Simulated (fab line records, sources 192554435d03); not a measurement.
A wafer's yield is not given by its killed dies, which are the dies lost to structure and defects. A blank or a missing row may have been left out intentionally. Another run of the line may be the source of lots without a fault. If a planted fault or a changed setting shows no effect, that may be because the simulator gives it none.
Problem report, 8D (eight disciplines) form, completed by code :: flow n5Finfet :: the parts of the form that need people (team, actions taken, sign-off) are left out

== 1. WHAT IS WRONG ==
susceptorTempC at N5_BEOL_M10_PECVD_70 reads a mean of 394.34 C on 2 wafers of 2 lots; wafers without a fault read 400.03 C with a standard deviation of 0.24. Relative to the usual mean, that is a shift of -24 standard deviations.
The step: deposits SiO2 from TEOS/O2, target thk 20 nm, time 22.7 s.
First observed at day 14 10:26: wafer L553.6, on pecvd-03. The record holds 12 wafers of 4 lots with a number at this step. Rule for "out" (also "out of limits"): further than 4 standard deviations from the usual mean. The rest of the wafers with a number are treated as sound.

== 2. WHAT IT IS AND WHAT IT IS NOT ==
question: which readings at this step
is: susceptorTempC
is not: heaterPowerW, showerheadPlenumPTorr, throttleValvePct

question: which lots
is: L553, L554
is not: L547, L561

question: which wafers of those lots
is: L553.6, L554.4
is not: L553.3, L553.4, L554.1, L554.6

question: read on which tools
is: pecvd-03
is not: pecvd-04

question: when
is: from day 14 10:26
is not: up to then (5 sound wafers); but 5 sound wafers of L554, L561 came after

== 3. SUSPECTS, AND WHAT RULES EACH OUT ==
Counting: any tool at a process step up to the reading remains a suspect provided it ran every lot that is out. Sound lots after the first of them don't rule it out here, since some wafers of a struck lot are sound.
- pecvd-03 at N5_BEOL_M10_PECVD_70 (deposits SiO2 from TEOS/O2, target thk 20 nm, time 22.7 s): kept. It ran every lot that is out, first L553 (day 14 10:26); its last sound lot up to then is L547 (day 13 02:37). Its own readings are out on those wafers: susceptorTempC.
- pecvd-03, N5_BEOL_M10_PECVD_70: wafers that are out in chamber 2, sound lot-mates in chambers 0, 1.
After counting, what remains is pecvd-03 at N5_BEOL_M10_PECVD_70.

== 4. THE CAUSE (what the simulator had put in) ==
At N5_BEOL_M10_PECVD_70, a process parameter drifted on pecvd-03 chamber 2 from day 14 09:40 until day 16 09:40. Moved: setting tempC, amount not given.
This tool alone remained once counting was done.

== 5. THE EFFECT CHAIN, in route order ==
One row per reading whose mean, taken over the struck wafers that have a number, lies over 3 standard deviations from the usual. Readings are gone through only where the record gives a usual standard deviation; hours: the median, over the lots, of the time from a lot's start at the first step in this table giving one to that lot's start at this step; sigmas: the change measured in usual standard deviations.
hours: 0
step: N5_BEOL_M10_PECVD_70
reading: susceptorTempC
usual: 400.03 C
on struck wafers: 394.34
change: -5.69
sigmas: -24
It contains these process steps:
- N5_BEOL_M10_PECVD_70: deposits SiO2 from TEOS/O2, target thk 20 nm, time 22.7 s.

== 6. WHAT WOULD HAVE CAUGHT IT SOONER ==
In this record the first reading out of limits was taken at day 14 10:26, 1 hour after the fault began at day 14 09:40.
